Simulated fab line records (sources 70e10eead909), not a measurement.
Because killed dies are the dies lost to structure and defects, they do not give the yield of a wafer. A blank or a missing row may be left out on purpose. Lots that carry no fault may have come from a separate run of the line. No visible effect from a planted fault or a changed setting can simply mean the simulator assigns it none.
Chamber matching / flow nand_harc / NHARC_A_CHANNEL_FILL_D2_ETCHBACK_20 on rie_diel-13: 4 sister chambers
The step etches the open film in C4F8/O2/Ar, target depth 27 nm, time 13.5 s. 4 wafers are shown with their chamber, then 9 later ones without.

WAFERS PAIRED WITH THEIR CHAMBERS
wafer=L085.5; chamber=2; rf_vpp_V (V)=971
wafer=L089.2; chamber=0; rf_vpp_V (V)=973
wafer=L089.4; chamber=1; rf_vpp_V (V)=978
wafer=L089.6; chamber=3; rf_vpp_V (V)=975

WAFERS WITH NO CHAMBER GIVEN
wafer=L092.1; rf_vpp_V (V)=972
wafer=L092.2; rf_vpp_V (V)=977
wafer=L092.4; rf_vpp_V (V)=969
wafer=L095.1; rf_vpp_V (V)=975
wafer=L095.2; rf_vpp_V (V)=972
wafer=L095.6; rf_vpp_V (V)=972
wafer=L097.1; rf_vpp_V (V)=971
wafer=L097.3; rf_vpp_V (V)=978
wafer=L097.4; rf_vpp_V (V)=975

WHICH CHAMBER EACH WENT THROUGH
wafer=L092.1; from the rows above=can't be placed: 0 or 2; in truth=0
wafer=L092.2; from the rows above=can't be placed: 1 or 3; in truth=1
wafer=L092.4; from the rows above=2; in truth=2
wafer=L095.1; from the rows above=3; in truth=3
wafer=L095.2; from the rows above=can't be placed: 0 or 2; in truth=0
wafer=L095.6; from the rows above=can't be placed: 0 or 2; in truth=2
wafer=L097.1; from the rows above=2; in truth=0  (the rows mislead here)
wafer=L097.3; from the rows above=1; in truth=1
wafer=L097.4; from the rows above=3; in truth=3
Correct placement for 4 of the 9. Can't be placed from these rows: 4 (the true chamber is among the candidates in 4). Placed wrongly: 1.
How it was worked out, from the rows above alone: a wafer's distance from a chamber is the root of the sum, over the readings, of the square of ((its reading less the chamber's mean) divided by the reading's scatter). If the next closest chamber is less than 2 further off than the closest, the wafer can't be placed; otherwise it belongs to the closest. The mean given for a chamber averages the wafers shown for that chamber. The scatter (one wafer shown for each chamber): square how far every hidden wafer sits from the nearest shown wafer, average those squares and take the square root.
